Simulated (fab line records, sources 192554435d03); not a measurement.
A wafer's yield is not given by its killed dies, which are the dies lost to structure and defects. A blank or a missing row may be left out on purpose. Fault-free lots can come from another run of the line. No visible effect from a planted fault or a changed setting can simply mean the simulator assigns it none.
Which tool did it? :: flow n5Finfet :: 24 lots, 72 wafers sampled, at 6 steps of a route of 1938

## WHAT THE GAUGES READ, wafer by wafer
The record lacks any reading of a measuring or inspecting step that a usual standard deviation could be used to judge.

## TOOL THAT RAN EACH LOT (tool first, then ch and the chambers of the sampled wafers, then the start)
lot: L074
N5_BEOL_M14_SPUTTER_44: pvdSputter-02, day 11 04:41
N5_BEOL_M15_DEGAS_41: pvdSputter-01, day 11 12:01
N5_BEOL_M15_SPUTTER_44: pvdSputter-01, day 11 12:11
N5_MIM_TOP_DEGAS_04: pvdSputter-02, day 11 17:50
N5_MIM_TOP_ETCH_PECVD_03: pecvd-04 ch 0,1, day 11 18:51
N5_MIM_BOT_ETCH_ETCH_00: rieMetal-01 ch 0,1, day 11 19:32

lot: L075
N5_BEOL_M14_SPUTTER_44: pvdSputter-01, day 11 05:38
N5_BEOL_M15_DEGAS_41: pvdSputter-02, day 11 12:42
N5_BEOL_M15_SPUTTER_44: pvdSputter-02, day 11 12:52
N5_MIM_TOP_DEGAS_04: pvdSputter-02, day 11 19:03
N5_MIM_TOP_ETCH_PECVD_03: pecvd-03 ch 0,2, day 11 19:52
N5_MIM_BOT_ETCH_ETCH_00: rieMetal-03 ch 1, day 11 20:35

lot: L076
N5_BEOL_M14_SPUTTER_44: pvdSputter-02, day 11 18:53
N5_BEOL_M15_DEGAS_41: pvdSputter-03, day 12 00:08
N5_BEOL_M15_SPUTTER_44: pvdSputter-03, day 12 00:18
N5_MIM_TOP_DEGAS_04: pvdSputter-02, day 12 04:10
N5_MIM_TOP_ETCH_PECVD_03: pecvd-04 ch 0,1,2, day 12 05:07
N5_MIM_BOT_ETCH_ETCH_00: rieMetal-03 ch 0,1, day 12 05:56

lot: L077
N5_BEOL_M14_SPUTTER_44: pvdSputter-01, day 11 19:46
N5_BEOL_M15_DEGAS_41: pvdSputter-02, day 12 02:19
N5_BEOL_M15_SPUTTER_44: pvdSputter-02, day 12 02:28
N5_MIM_TOP_DEGAS_04: pvdSputter-01, day 12 06:04
N5_MIM_TOP_ETCH_PECVD_03: pecvd-04 ch 1,2, day 12 07:01
N5_MIM_BOT_ETCH_ETCH_00: rieMetal-03 ch 0,1, day 12 07:42

lot: L078
N5_BEOL_M14_SPUTTER_44: pvdSputter-02, day 12 11:34
N5_BEOL_M15_DEGAS_41: pvdSputter-01, day 12 17:28
N5_BEOL_M15_SPUTTER_44: pvdSputter-01, day 12 17:38
N5_MIM_TOP_DEGAS_04: pvdSputter-03, day 12 21:09
N5_MIM_TOP_ETCH_PECVD_03: pecvd-01 ch 1,2, day 12 22:07
N5_MIM_BOT_ETCH_ETCH_00: rieMetal-03 ch 0,1, day 12 23:06

lot: L079
N5_BEOL_M14_SPUTTER_44: pvdSputter-03, day 12 12:00
N5_BEOL_M15_DEGAS_41: pvdSputter-01, day 12 17:47
N5_BEOL_M15_SPUTTER_44: pvdSputter-01, day 12 17:57
N5_MIM_TOP_DEGAS_04: pvdSputter-03, day 12 21:25
N5_MIM_TOP_ETCH_PECVD_03: pecvd-04 ch 0,1, day 12 22:22
N5_MIM_BOT_ETCH_ETCH_00: rieMetal-03 ch 0,1, day 12 23:47

lot: L081
N5_BEOL_M14_SPUTTER_44: pvdSputter-02, day 12 12:26
N5_BEOL_M15_DEGAS_41: pvdSputter-02, day 12 18:50
N5_BEOL_M15_SPUTTER_44: pvdSputter-02, day 12 18:59
N5_MIM_TOP_DEGAS_04: pvdSputter-02, day 12 22:40
N5_MIM_TOP_ETCH_PECVD_03: pecvd-03 ch 0,2, day 12 23:58
N5_MIM_BOT_ETCH_ETCH_00: rieMetal-03 ch 0,1, day 13 00:39

lot: L080
N5_BEOL_M14_SPUTTER_44: pvdSputter-01, day 12 19:01
N5_BEOL_M15_DEGAS_41: pvdSputter-01, day 12 23:28
N5_BEOL_M15_SPUTTER_44: pvdSputter-01, day 12 23:38
N5_MIM_TOP_DEGAS_04: pvdSputter-02, day 13 03:20
N5_MIM_TOP_ETCH_PECVD_03: pecvd-03 ch 0,1,2, day 13 04:11
N5_MIM_BOT_ETCH_ETCH_00: rieMetal-03 ch 0,1, day 13 05:00

lot: L083
N5_BEOL_M14_SPUTTER_44: pvdSputter-02, day 12 19:29
N5_BEOL_M15_DEGAS_41: pvdSputter-02, day 13 02:30
N5_BEOL_M15_SPUTTER_44: pvdSputter-02, day 13 02:40
N5_MIM_TOP_DEGAS_04: pvdSputter-01, day 13 06:32
N5_MIM_TOP_ETCH_PECVD_03: pecvd-01 ch 1,2, day 13 07:28
N5_MIM_BOT_ETCH_ETCH_00: rieMetal-01 ch 0,1, day 13 08:10

lot: L082
N5_BEOL_M14_SPUTTER_44: pvdSputter-01, day 12 20:02
N5_BEOL_M15_DEGAS_41: pvdSputter-01, day 13 03:51
N5_BEOL_M15_SPUTTER_44: pvdSputter-01, day 13 04:01
N5_MIM_TOP_DEGAS_04: pvdSputter-02, day 13 09:29
N5_MIM_TOP_ETCH_PECVD_03: pecvd-03 ch 0,2, day 13 10:28
N5_MIM_BOT_ETCH_ETCH_00: rieMetal-02 ch 0, day 13 11:26

lot: L084
N5_BEOL_M14_SPUTTER_44: pvdSputter-01, day 13 11:41
N5_BEOL_M15_DEGAS_41: pvdSputter-01, day 13 20:41
N5_BEOL_M15_SPUTTER_44: pvdSputter-01, day 13 20:51
N5_MIM_TOP_DEGAS_04: pvdSputter-03, day 14 00:15
N5_MIM_TOP_ETCH_PECVD_03: pecvd-01 ch 1,2, day 14 01:20
N5_MIM_BOT_ETCH_ETCH_00: rieMetal-01 ch 0,1, day 14 02:23

lot: L086
N5_BEOL_M14_SPUTTER_44: pvdSputter-02, day 14 02:22
N5_BEOL_M15_DEGAS_41: pvdSputter-01, day 14 09:50
N5_BEOL_M15_SPUTTER_44: pvdSputter-01, day 14 10:00
N5_MIM_TOP_DEGAS_04: pvdSputter-03, day 14 14:41
N5_MIM_TOP_ETCH_PECVD_03: pecvd-04 ch 0,2, day 14 15:39
N5_MIM_BOT_ETCH_ETCH_00: rieMetal-01 ch 0,1, day 14 16:28

lot: L087
N5_BEOL_M14_SPUTTER_44: pvdSputter-03, day 14 10:03
N5_BEOL_M15_DEGAS_41: pvdSputter-03, day 14 15:23
N5_BEOL_M15_SPUTTER_44: pvdSputter-03, day 14 15:33
N5_MIM_TOP_DEGAS_04: pvdSputter-02, day 14 21:35
N5_MIM_TOP_ETCH_PECVD_03: pecvd-01 ch 0,1,2, day 14 22:25
N5_MIM_BOT_ETCH_ETCH_00: rieMetal-02 ch 0,1, day 14 23:06

lot: L085
N5_BEOL_M14_SPUTTER_44: pvdSputter-03, day 14 10:29
N5_BEOL_M15_DEGAS_41: pvdSputter-03, day 14 16:20
N5_BEOL_M15_SPUTTER_44: pvdSputter-03, day 14 16:29
N5_MIM_TOP_DEGAS_04: pvdSputter-01, day 14 21:37
N5_MIM_TOP_ETCH_PECVD_03: pecvd-04 ch 0,2, day 14 22:43
N5_MIM_BOT_ETCH_ETCH_00: rieMetal-01 ch 0,1, day 14 23:29

lot: L088
N5_BEOL_M14_SPUTTER_44: pvdSputter-02, day 14 11:49
N5_BEOL_M15_DEGAS_41: pvdSputter-01, day 14 18:02
N5_BEOL_M15_SPUTTER_44: pvdSputter-01, day 14 18:11
N5_MIM_TOP_DEGAS_04: pvdSputter-03, day 14 23:59
N5_MIM_TOP_ETCH_PECVD_03: pecvd-01 ch 1,2, day 15 00:56
N5_MIM_BOT_ETCH_ETCH_00: rieMetal-02 ch 0,1, day 15 01:40

lot: L089
N5_BEOL_M14_SPUTTER_44: pvdSputter-03, day 14 19:04
N5_BEOL_M15_DEGAS_41: pvdSputter-03, day 15 00:26
N5_BEOL_M15_SPUTTER_44: pvdSputter-03, day 15 00:36
N5_MIM_TOP_DEGAS_04: pvdSputter-01, day 15 06:17
N5_MIM_TOP_ETCH_PECVD_03: pecvd-04 ch 0,1, day 15 07:13
N5_MIM_BOT_ETCH_ETCH_00: rieMetal-01 ch 0,1, day 15 08:08

lot: L090
N5_BEOL_M14_SPUTTER_44: pvdSputter-03, day 15 08:21
N5_BEOL_M15_DEGAS_41: pvdSputter-01, day 15 18:20
N5_BEOL_M15_SPUTTER_44: pvdSputter-01, day 15 18:29
N5_MIM_TOP_DEGAS_04: pvdSputter-02, day 16 03:32
N5_MIM_TOP_ETCH_PECVD_03: pecvd-04 ch 0,1,2, day 16 04:28
N5_MIM_BOT_ETCH_ETCH_00: rieMetal-01 ch 0,1, day 16 05:09

lot: L091
N5_BEOL_M14_SPUTTER_44: pvdSputter-03, day 15 08:40
N5_BEOL_M15_DEGAS_41: pvdSputter-02, day 15 18:30
N5_BEOL_M15_SPUTTER_44: pvdSputter-02, day 15 18:40
N5_MIM_TOP_DEGAS_04: pvdSputter-01, day 16 05:52
N5_MIM_TOP_ETCH_PECVD_03: pecvd-04 ch 0,1, day 16 07:26
N5_MIM_BOT_ETCH_ETCH_00: rieMetal-02 ch 0,1, day 16 08:39

lot: L092
N5_BEOL_M14_SPUTTER_44: pvdSputter-01, day 15 18:10
N5_BEOL_M15_DEGAS_41: pvdSputter-03, day 16 07:05
N5_BEOL_M15_SPUTTER_44: pvdSputter-03, day 16 07:14
N5_MIM_TOP_DEGAS_04: pvdSputter-02, day 16 13:11
N5_MIM_TOP_ETCH_PECVD_03: pecvd-01 ch 1,2, day 16 14:07
N5_MIM_BOT_ETCH_ETCH_00: rieMetal-01 ch 0,1, day 16 14:56

lot: L093
N5_BEOL_M14_SPUTTER_44: pvdSputter-01, day 16 07:50
N5_BEOL_M15_DEGAS_41: pvdSputter-03, day 16 13:41
N5_BEOL_M15_SPUTTER_44: pvdSputter-03, day 16 13:50
N5_MIM_TOP_DEGAS_04: pvdSputter-03, day 16 18:46
N5_MIM_TOP_ETCH_PECVD_03: pecvd-01 ch 1,2, day 16 19:38
N5_MIM_BOT_ETCH_ETCH_00: rieMetal-01 ch 0,1, day 16 20:22

lot: L094
N5_BEOL_M14_SPUTTER_44: pvdSputter-02, day 16 13:54
N5_BEOL_M15_DEGAS_41: pvdSputter-01, day 16 19:05
N5_BEOL_M15_SPUTTER_44: pvdSputter-01, day 16 19:15
N5_MIM_TOP_DEGAS_04: pvdSputter-01, day 16 23:59
N5_MIM_TOP_ETCH_PECVD_03: pecvd-01 ch 2, day 17 00:56
N5_MIM_BOT_ETCH_ETCH_00: rieMetal-01 ch 0,1, day 17 01:46

lot: L096
N5_BEOL_M14_SPUTTER_44: pvdSputter-03, day 16 19:05
N5_BEOL_M15_DEGAS_41: pvdSputter-02, day 17 00:11
N5_BEOL_M15_SPUTTER_44: pvdSputter-02, day 17 00:20
N5_MIM_TOP_DEGAS_04: pvdSputter-02, day 17 03:59
N5_MIM_TOP_ETCH_PECVD_03: pecvd-03 ch 0,2, day 17 04:56
N5_MIM_BOT_ETCH_ETCH_00: rieMetal-03 ch 0,1, day 17 05:40

lot: L097
N5_BEOL_M14_SPUTTER_44: pvdSputter-02, day 16 19:25
N5_BEOL_M15_DEGAS_41: pvdSputter-01, day 17 03:14
N5_BEOL_M15_SPUTTER_44: pvdSputter-01, day 17 03:24
N5_MIM_TOP_DEGAS_04: pvdSputter-02, day 17 10:01
N5_MIM_TOP_ETCH_PECVD_03: pecvd-04 ch 0,1,2, day 17 10:57
N5_MIM_BOT_ETCH_ETCH_00: rieMetal-01 ch 0,1, day 17 11:40

lot: L095
N5_BEOL_M14_SPUTTER_44: pvdSputter-02, day 16 23:38
N5_BEOL_M15_DEGAS_41: pvdSputter-03, day 17 03:50
N5_BEOL_M15_SPUTTER_44: pvdSputter-03, day 17 03:59
N5_MIM_TOP_DEGAS_04: pvdSputter-01, day 17 11:04
N5_MIM_TOP_ETCH_PECVD_03: pecvd-03 ch 0,1, day 17 11:58
N5_MIM_BOT_ETCH_ETCH_00: rieMetal-01 ch 0,1, day 17 12:39
- N5_BEOL_M14_SPUTTER_44: material Ta, target thk 15 nm, time 24.19 s.
- N5_BEOL_M15_DEGAS_41: time 60 s.
- N5_BEOL_M15_SPUTTER_44: material Ta, target thk 15 nm, time 24.19 s.
- N5_MIM_TOP_DEGAS_04: time 60 s.
- N5_MIM_TOP_ETCH_PECVD_03: deposits SiNx from SiH4/NH3/N2, target thk 20 nm, time 17.6 s.
- N5_MIM_BOT_ETCH_ETCH_00: etches TiN in Cl2/BCl3, target depth 45.5 nm.

## WHAT THE TOOLS THEMSELVES READ (means of the sampled wafers that have a number; where no wafer has one, the mark that the record gives instead)
N5_BEOL_M14_SPUTTER_44.
lot: L074
tool: pvdSputter-02
throttleValvePct (%): 30.5

lot: L075
tool: pvdSputter-01
throttleValvePct (%): 29.3

lot: L076
tool: pvdSputter-02
throttleValvePct (%): 30.2

lot: L077
tool: pvdSputter-01
throttleValvePct (%): 29.4

lot: L078
tool: pvdSputter-02
throttleValvePct (%): 30.2

lot: L079
tool: pvdSputter-03
throttleValvePct (%): 30.1

lot: L081
tool: pvdSputter-02
throttleValvePct (%): 29.8

lot: L080
tool: pvdSputter-01
throttleValvePct (%): 29.8

lot: L083
tool: pvdSputter-02
throttleValvePct (%): 29.7

lot: L082
tool: pvdSputter-01
throttleValvePct (%): 29.1

lot: L084
tool: pvdSputter-01
throttleValvePct (%): 29.3

lot: L086
tool: pvdSputter-02
throttleValvePct (%): 30.2

lot: L087
tool: pvdSputter-03
throttleValvePct (%): 29.2

lot: L085
tool: pvdSputter-03
throttleValvePct (%): 29.8

lot: L088
tool: pvdSputter-02
throttleValvePct (%): 30.4

lot: L089
tool: pvdSputter-03
throttleValvePct (%): 30.5

lot: L090
tool: pvdSputter-03
throttleValvePct (%): 29.9

lot: L091
tool: pvdSputter-03
throttleValvePct (%): 29.0

lot: L092
tool: pvdSputter-01
throttleValvePct (%): 29.3

lot: L093
tool: pvdSputter-01
throttleValvePct (%): 29.2

lot: L094
tool: pvdSputter-02
throttleValvePct (%): 30.6

lot: L096
tool: pvdSputter-03
throttleValvePct (%): 30.1

lot: L097
tool: pvdSputter-02
throttleValvePct (%): 30.7

lot: L095
tool: pvdSputter-02
throttleValvePct (%): 30.1

N5_BEOL_M15_DEGAS_41.
lot: L074
tool: pvdSputter-01
heaterPowerW (W): 447

lot: L075
tool: pvdSputter-02
heaterPowerW (W): 501

lot: L076
tool: pvdSputter-03
heaterPowerW (W): 433

lot: L077
tool: pvdSputter-02
heaterPowerW (W): 483

lot: L078
tool: pvdSputter-01
heaterPowerW (W): 454

lot: L079
tool: pvdSputter-01
heaterPowerW (W): 444

lot: L081
tool: pvdSputter-02
heaterPowerW (W): 500

lot: L080
tool: pvdSputter-01
heaterPowerW (W): 468

lot: L083
tool: pvdSputter-02
heaterPowerW (W): 467

lot: L082
tool: pvdSputter-01
heaterPowerW (W): 468

lot: L084
tool: pvdSputter-01
heaterPowerW (W): 445

lot: L086
tool: pvdSputter-01
heaterPowerW (W): 450

lot: L087
tool: pvdSputter-03
heaterPowerW (W): 423

lot: L085
tool: pvdSputter-03
heaterPowerW (W): 448

lot: L088
tool: pvdSputter-01
heaterPowerW (W): 472

lot: L089
tool: pvdSputter-03
heaterPowerW (W): 413

lot: L090
tool: pvdSputter-01
heaterPowerW (W): 446

lot: L091
tool: pvdSputter-02
heaterPowerW (W): 487

lot: L092
tool: pvdSputter-03
heaterPowerW (W): 418

lot: L093
tool: pvdSputter-03
heaterPowerW (W): 429

lot: L094
tool: pvdSputter-01
heaterPowerW (W): 427

lot: L096
tool: pvdSputter-02
heaterPowerW (W): 485

lot: L097
tool: pvdSputter-01
heaterPowerW (W): 444

lot: L095
tool: pvdSputter-03
heaterPowerW (W): 438

N5_BEOL_M15_SPUTTER_44.
lot: L074
tool: pvdSputter-01
throttleValvePct (%): 29.3

lot: L075
tool: pvdSputter-02
throttleValvePct (%): 30.8

lot: L076
tool: pvdSputter-03
throttleValvePct (%): 29.9

lot: L077
tool: pvdSputter-02
throttleValvePct (%): 30.3

lot: L078
tool: pvdSputter-01
throttleValvePct (%): 29.7

lot: L079
tool: pvdSputter-01
throttleValvePct (%): 29.1

lot: L081
tool: pvdSputter-02
throttleValvePct (%): 30.4

lot: L080
tool: pvdSputter-01
throttleValvePct (%): 29.4

lot: L083
tool: pvdSputter-02
throttleValvePct (%): 29.9

lot: L082
tool: pvdSputter-01
throttleValvePct (%): 29.3

lot: L084
tool: pvdSputter-01
throttleValvePct (%): 29.8

lot: L086
tool: pvdSputter-01
throttleValvePct (%): 29.8

lot: L087
tool: pvdSputter-03
throttleValvePct (%): 29.1

lot: L085
tool: pvdSputter-03
throttleValvePct (%): 29.7

lot: L088
tool: pvdSputter-01
throttleValvePct (%): 29.2

lot: L089
tool: pvdSputter-03
throttleValvePct (%): 29.1

lot: L090
tool: pvdSputter-01
throttleValvePct (%): 29.2

lot: L091
tool: pvdSputter-02
throttleValvePct (%): 29.8

lot: L092
tool: pvdSputter-03
throttleValvePct (%): 29.9

lot: L093
tool: pvdSputter-03
throttleValvePct (%): 30.0

lot: L094
tool: pvdSputter-01
throttleValvePct (%): 29.8

lot: L096
tool: pvdSputter-02
throttleValvePct (%): 30.5

lot: L097
tool: pvdSputter-01
throttleValvePct (%): 29.8

lot: L095
tool: pvdSputter-03
throttleValvePct (%): 30.1

N5_MIM_TOP_DEGAS_04.
lot: L074
tool: pvdSputter-02
heaterPowerW (W): 467

lot: L075
tool: pvdSputter-02
heaterPowerW (W): 494

lot: L076
tool: pvdSputter-02
heaterPowerW (W): 484

lot: L077
tool: pvdSputter-01
heaterPowerW (W): 483

lot: L078
tool: pvdSputter-03
heaterPowerW (W): 426

lot: L079
tool: pvdSputter-03
heaterPowerW (W): 402

lot: L081
tool: pvdSputter-02
heaterPowerW (W): 483

lot: L080
tool: pvdSputter-02
heaterPowerW (W): 463

lot: L083
tool: pvdSputter-01
heaterPowerW (W): 473

lot: L082
tool: pvdSputter-02
heaterPowerW (W): 482

lot: L084
tool: pvdSputter-03
heaterPowerW (W): 425

lot: L086
tool: pvdSputter-03
heaterPowerW (W): 427

lot: L087
tool: pvdSputter-02
heaterPowerW (W): 466

lot: L085
tool: pvdSputter-01
heaterPowerW (W): 485

lot: L088
tool: pvdSputter-03
heaterPowerW (W): 432

lot: L089
tool: pvdSputter-01
heaterPowerW (W): 457

lot: L090
tool: pvdSputter-02
heaterPowerW (W): 480

lot: L091
tool: pvdSputter-01
heaterPowerW (W): 445

lot: L092
tool: pvdSputter-02
heaterPowerW (W): 456

lot: L093
tool: pvdSputter-03
heaterPowerW (W): 430

lot: L094
tool: pvdSputter-01
heaterPowerW (W): 473

lot: L096
tool: pvdSputter-02
heaterPowerW (W): 475

lot: L097
tool: pvdSputter-02
heaterPowerW (W): 495

lot: L095
tool: pvdSputter-01
heaterPowerW (W): 438

N5_MIM_TOP_ETCH_PECVD_03.
lot: L074
tool: pecvd-04
heaterPowerW (W): 656
showerheadPlenumPTorr (Torr): 5.11
showerheadVppV (V): 1066
throttleValvePct (%): 40.0

lot: L075
tool: pecvd-03
heaterPowerW (W): 683
showerheadPlenumPTorr (Torr): 5.08
showerheadVppV (V): 1079
throttleValvePct (%): 38.7

lot: L076
tool: pecvd-04
heaterPowerW (W): 759
showerheadPlenumPTorr (Torr): 5.16
showerheadVppV (V): 1105
throttleValvePct (%): 39.3

lot: L077
tool: pecvd-04
heaterPowerW (W): 735
showerheadPlenumPTorr (Torr): 5.21
showerheadVppV (V): 1124
throttleValvePct (%): 38.9

lot: L078
tool: pecvd-01
heaterPowerW (W): 785
showerheadPlenumPTorr (Torr): 5.10
showerheadVppV (V): 1026
throttleValvePct (%): 40.9

lot: L079
tool: pecvd-04
heaterPowerW (W): 688
showerheadPlenumPTorr (Torr): 5.12
showerheadVppV (V): 1068
throttleValvePct (%): 40.0

lot: L081
tool: pecvd-03
heaterPowerW (W): 676
showerheadPlenumPTorr (Torr): 5.05
showerheadVppV (V): 1052
throttleValvePct (%): 37.7

lot: L080
tool: pecvd-03
heaterPowerW (W): 748
showerheadPlenumPTorr (Torr): 5.09
showerheadVppV (V): 1063
throttleValvePct (%): 39.0

lot: L083
tool: pecvd-01
heaterPowerW (W): 811
showerheadPlenumPTorr (Torr): 5.13
showerheadVppV (V): 1007
throttleValvePct (%): 40.1

lot: L082
tool: pecvd-03
heaterPowerW (W): 665
showerheadPlenumPTorr (Torr): 5.06
showerheadVppV (V): 1051
throttleValvePct (%): 38.0

lot: L084
tool: pecvd-01
heaterPowerW (W): 760
showerheadPlenumPTorr (Torr): 5.12
showerheadVppV (V): 1004
throttleValvePct (%): 40.2

lot: L086
tool: pecvd-04
heaterPowerW (W): 775
showerheadPlenumPTorr (Torr): 5.09
showerheadVppV (V): 1100
throttleValvePct (%): 39.9

lot: L087
tool: pecvd-01
heaterPowerW (W): 731
showerheadPlenumPTorr (Torr): 5.10
showerheadVppV (V): 998
throttleValvePct (%): 40.0

lot: L085
tool: pecvd-04
heaterPowerW (W): 746
showerheadPlenumPTorr (Torr): 5.08
showerheadVppV (V): 1110
throttleValvePct (%): 40.0

lot: L088
tool: pecvd-01
heaterPowerW (W): 746
showerheadPlenumPTorr (Torr): 5.12
showerheadVppV (V): 1002
throttleValvePct (%): 40.2

lot: L089
tool: pecvd-04
heaterPowerW (W): 748
showerheadPlenumPTorr (Torr): 5.18
showerheadVppV (V): 1085
throttleValvePct (%): 39.5

lot: L090
tool: pecvd-04
heaterPowerW (W): 744
showerheadPlenumPTorr (Torr): 5.15
showerheadVppV (V): 1114
throttleValvePct (%): 39.5

lot: L091
tool: pecvd-04
heaterPowerW (W): 748
showerheadPlenumPTorr (Torr): 5.18
showerheadVppV (V): 1075
throttleValvePct (%): 39.6

lot: L092
tool: pecvd-01
heaterPowerW (W): 775
showerheadPlenumPTorr (Torr): 5.09
showerheadVppV (V): 1021
throttleValvePct (%): 41.1

lot: L093
tool: pecvd-01
heaterPowerW (W): 826
showerheadPlenumPTorr (Torr): 5.10
showerheadVppV (V): 1023
throttleValvePct (%): 40.9

lot: L094
tool: pecvd-01
heaterPowerW (W): 781
showerheadPlenumPTorr (Torr): 5.16
showerheadVppV (V): 991
throttleValvePct (%): 39.6

lot: L096
tool: pecvd-03
heaterPowerW (W): 648
showerheadPlenumPTorr (Torr): 5.05
showerheadVppV (V): 1051
throttleValvePct (%): 38.2

lot: L097
tool: pecvd-04
heaterPowerW (W): 795
showerheadPlenumPTorr (Torr): 5.15
showerheadVppV (V): 1112
throttleValvePct (%): 39.7

lot: L095
tool: pecvd-03
heaterPowerW (W): 720
showerheadPlenumPTorr (Torr): 5.12
showerheadVppV (V): 1095
throttleValvePct (%): 39.9

N5_MIM_BOT_ETCH_ETCH_00.
lot: L074
tool: rieMetal-01
drypumpMotorCurrentA (A): 5.41
heBacksideLeakSccm (sccm): 3.41
oesProductAu (a.u.): 0.90
throttleValvePct (%): 21.81

lot: L075
tool: rieMetal-03
drypumpMotorCurrentA (A): 5.62
heBacksideLeakSccm (sccm): 3.25
oesProductAu (a.u.): 0.70
throttleValvePct (%): 22.19

lot: L076
tool: rieMetal-03
drypumpMotorCurrentA (A): 5.56
heBacksideLeakSccm (sccm): 3.48
oesProductAu (a.u.): 0.67
throttleValvePct (%): 22.31

lot: L077
tool: rieMetal-03
drypumpMotorCurrentA (A): 5.56
heBacksideLeakSccm (sccm): 3.54
oesProductAu (a.u.): 0.68
throttleValvePct (%): 22.32

lot: L078
tool: rieMetal-03
drypumpMotorCurrentA (A): 5.57
heBacksideLeakSccm (sccm): 3.49
oesProductAu (a.u.): 0.68
throttleValvePct (%): 22.25

lot: L079
tool: rieMetal-03
drypumpMotorCurrentA (A): 5.59
heBacksideLeakSccm (sccm): 3.52
oesProductAu (a.u.): 0.67
throttleValvePct (%): 22.32

lot: L081
tool: rieMetal-03
drypumpMotorCurrentA (A): 5.60
heBacksideLeakSccm (sccm): 3.43
oesProductAu (a.u.): 0.68
throttleValvePct (%): 22.27

lot: L080
tool: rieMetal-03
drypumpMotorCurrentA (A): 5.54
heBacksideLeakSccm (sccm): 3.53
oesProductAu (a.u.): 0.68
throttleValvePct (%): 22.31

lot: L083
tool: rieMetal-01
drypumpMotorCurrentA (A): 5.30
heBacksideLeakSccm (sccm): 3.45
oesProductAu (a.u.): 0.86
throttleValvePct (%): 21.89

lot: L082
tool: rieMetal-02
drypumpMotorCurrentA (A): 5.03
heBacksideLeakSccm (sccm): 3.44
oesProductAu (a.u.): 0.78
throttleValvePct (%): 22.07

lot: L084
tool: rieMetal-01
drypumpMotorCurrentA (A): 5.39
heBacksideLeakSccm (sccm): 3.26
oesProductAu (a.u.): 0.86
throttleValvePct (%): 21.84

lot: L086
tool: rieMetal-01
drypumpMotorCurrentA (A): 5.32
heBacksideLeakSccm (sccm): 3.41
oesProductAu (a.u.): 0.84
throttleValvePct (%): 21.88

lot: L087
tool: rieMetal-02
drypumpMotorCurrentA (A): 5.70
heBacksideLeakSccm (sccm): 3.48
oesProductAu (a.u.): 0.91
throttleValvePct (%): 21.82

lot: L085
tool: rieMetal-01
drypumpMotorCurrentA (A): 5.31
heBacksideLeakSccm (sccm): 3.33
oesProductAu (a.u.): 0.84
throttleValvePct (%): 21.91

lot: L088
tool: rieMetal-02
drypumpMotorCurrentA (A): 5.36
heBacksideLeakSccm (sccm): 3.50
oesProductAu (a.u.): 0.84
throttleValvePct (%): 21.94

lot: L089
tool: rieMetal-01
drypumpMotorCurrentA (A): 5.30
heBacksideLeakSccm (sccm): 3.24
oesProductAu (a.u.): 0.83
throttleValvePct (%): 21.91

lot: L090
tool: rieMetal-01
drypumpMotorCurrentA (A): 5.38
heBacksideLeakSccm (sccm): 3.37
oesProductAu (a.u.): 0.83
throttleValvePct (%): 21.85

lot: L091
tool: rieMetal-02
drypumpMotorCurrentA (A): 5.69
heBacksideLeakSccm (sccm): 3.55
oesProductAu (a.u.): 0.90
throttleValvePct (%): 21.82

lot: L092
tool: rieMetal-01
drypumpMotorCurrentA (A): 5.39
heBacksideLeakSccm (sccm): 3.47
oesProductAu (a.u.): 0.83
throttleValvePct (%): 21.85

lot: L093
tool: rieMetal-01
drypumpMotorCurrentA (A): 5.29
heBacksideLeakSccm (sccm): 3.43
oesProductAu (a.u.): 0.82
throttleValvePct (%): 21.91

lot: L094
tool: rieMetal-01
drypumpMotorCurrentA (A): 5.30
heBacksideLeakSccm (sccm): 3.38
oesProductAu (a.u.): 0.82
throttleValvePct (%): 21.90

lot: L096
tool: rieMetal-03
drypumpMotorCurrentA (A): 5.56
heBacksideLeakSccm (sccm): 3.42
oesProductAu (a.u.): 0.77
throttleValvePct (%): 22.17

lot: L097
tool: rieMetal-01
drypumpMotorCurrentA (A): 5.31
heBacksideLeakSccm (sccm): 3.41
oesProductAu (a.u.): 0.82
throttleValvePct (%): 21.92

lot: L095
tool: rieMetal-01
drypumpMotorCurrentA (A): 5.31
heBacksideLeakSccm (sccm): 3.29
oesProductAu (a.u.): 0.82
throttleValvePct (%): 21.91

## THE ANSWER, worked out from the rows above alone
Rule: usual is defined by the lots themselves. The widest of any qualifying gaps counts: lots, ordered by their means at a reading, are off when they make up no more than a third of the lots, leave a main group of 4 or more, and stand apart from it by 3 or more times the standard deviation of that group's means. A main group is skipped when, at the precision printed for the reading in the tables above, its means are all equal. A lot without any number at a reading at which 4 lots or more have one is off too. Any other lot the step has rows for is counted as sound. After the gauges, taken in route order, come the tools' own readings; for these a lot's mean is taken, as printed above. The first step at which some lot is off is used, and at that step the reading that is off furthest; a lot without a number counts as furthest.
None of the lots is off at any reading shown; this tells nothing.

## WHAT THE SIMULATOR HAD PUT IN
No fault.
